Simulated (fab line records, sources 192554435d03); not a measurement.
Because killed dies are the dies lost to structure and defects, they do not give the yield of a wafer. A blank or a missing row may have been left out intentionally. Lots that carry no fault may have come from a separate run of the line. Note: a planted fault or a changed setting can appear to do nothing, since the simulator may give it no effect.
Comparing a struck lot with a sound one || flow n5 finfet || 16 steps out of a route of 1938
Sound: wafers L197.1, L197.3, L197.4. Wafers L204.1, L204.4, L204.5 were the ones struck. The cause is given at the end.
Per side, at each step with rows, come the tool, then ch with its chambers, and then its first start. Under that, the readings that differ: sound wafers || struck wafers || difference of the means || sigmas: that difference in standard deviations of wafers without a fault.
alike: readings whose means differ by less than 2 such deviations, and words and numbers that are the same on both sides. not compared: withheld readings, readings that some wafer has no value for, bounds like >300 that may hide the same value, and numbers for which the record gives no deviation and whose values overlap.
Wherever a step has rows on one side only, a row that says differs or no value, or a row with sigmas, the two part there. Numbers that don't overlap but have no deviation are shown without sigmas and don't part them. A reading that every wafer of one side lacks parts them only if that side has two wafers or more.

first, 10 steps without rows for these wafers: N5_DUMMY_GATE_DESCUM_20 (chemistry O2, time 6.2 s); N5_DUMMY_GATE_ETCH_29 (etches underlayer in N2/H2, target depth 13 nm); N5_DUMMY_GATE_ETCH_36 (etches SiARC in CF4, target depth 13 nm); N5_DUMMY_GATE_ETCH_37 (etches SOC in N2/H2, target depth 60 nm, overetch 30 nm); N5_DUMMY_GATE_STRIP_38 (strips in N2/H2); N5_DUMMY_GATE_STRIP_39 (strips in N2/H2); N5_DUMMY_GATE_TRIM_49 (chemistry O2, time 29 s, target cd 14 nm); N5_DUMMY_GATE_STRIP_40 (strips in CF4); N5_DUMMY_GATE_ETCH_31 (etches SiO2 in C4F6/O2, target depth 82.5 nm, time 27.5 s); N5_DUMMY_GATE_STRIP_41 (strips in O2).
N5_DUMMY_GATE_HM_OPEN_21: chemistry CH3F/O2, target SiNx, target depth 120 nm, time 171.4 s.
  sound on rie diel-03 ch 0,2,3, day 3 18:10; struck on rie diel-01 ch 1,2,3, day 5 09:59
  no value came back on the struck wafers for any of 8 readings (CH3F_flow_sccm (sccm), O2_flow_sccm (sccm) and others); on the sound wafers CH3F_flow_sccm (sccm) reads 29.98 29.97 29.86
{"reading": "model.SiO2_of_DUMMY_GATE_PECVD_30.thk nm (nm)", "sound": "44.8 45.6 46.6", "struck": "54.8 55.6 55.6", "difference": "+9.7", "sigmas": ""}
then, 2 steps without rows for these wafers: N5_DUMMY_GATE_ETCH_32 (etches SiO2 in CF4, target depth 3.5 nm, time 3.9 s); N5_DUMMY_GATE_ETCH_23 (etches poly-Si in HBr/Cl2/O2, target depth 41 nm, time 22.3 s).
N5_DUMMY_GATE_ETCH_44: etches poly-Si in HBr/O2, stops on SiO2, target depth 127.5 nm.
  sound on rie si-02 ch 1,2,3, day 3 18:25; struck on rie si-02 ch 0,1, day 5 10:14
{"reading": "model.SiO2_of_DUMMY_GATE_PECVD_30.thk nm (nm)", "sound": "38 38.4 39.4", "struck": "47.6 48.4 48.6", "difference": "+9.6", "sigmas": ""}
  alike: HBr_flow_sccm, drypump motor current A, oes product au, throttle valve pct
  not compared: rf hours counter h
N5_BEOL_M4_RC_MEAS_101:
  the record has rows for the sound wafers here (prober-02 ch 0, day 8 14:03) and none for the struck ones
-- record jumps: 10 days separate the struck wafers' starts on either side; left off in module BEOL_M4, taken up again in module PASSIVATION, whose first shown step is the route's number 1936 --
N5_PASSIVATION_PROBE_49:
  sound on prober-02, day 12 18:05; struck on prober-02, day 15 00:08
{"reading": "defect limited yield (%)", "sound": "91.3 90.2 91.2", "struck": "0 0 0", "difference": -91, "sigmas": -70}
{"reading": "killed at front end", "sound": "32 35 45", "struck": "1119 1132 1128", "difference": "+1089", "sigmas": "+91"}
{"reading": "killed dies", "sound": "103 116 104", "struck": "1180 1180 1180", "difference": "+1072", "sigmas": "+71"}
{"reading": "killed on rim", "sound": "11 14 20", "struck": "152 152 152", "difference": "+137", "sigmas": "+33"}
{"reading": "sort_bin_5_function (%)", "sound": "5.1 5.7 6.0", "struck": "95.2 95.9 97.5", "difference": "+90.6", "sigmas": "+99 or more"}
{"reading": "sort n pass", "sound": "1077 1064 1076", "struck": "0 0 0", "difference": -1072, "sigmas": -71}
{"reading": "sort yield pct (%)", "sound": "91.3 90.2 91.2", "struck": "0 0 0", "difference": -91, "sigmas": -70}
  alike: killed_at_M0_to_M3, killed_at_M4_up, killed at contacts, killed at other, killed open, killed short, sort_bin_6_memory

## WHERE THEY PART
Last at N5_PASSIVATION_PROBE_49 as far as this record goes, first at N5_DUMMY_GATE_HM_OPEN_21.

WHY: whatever the simulator had introduced
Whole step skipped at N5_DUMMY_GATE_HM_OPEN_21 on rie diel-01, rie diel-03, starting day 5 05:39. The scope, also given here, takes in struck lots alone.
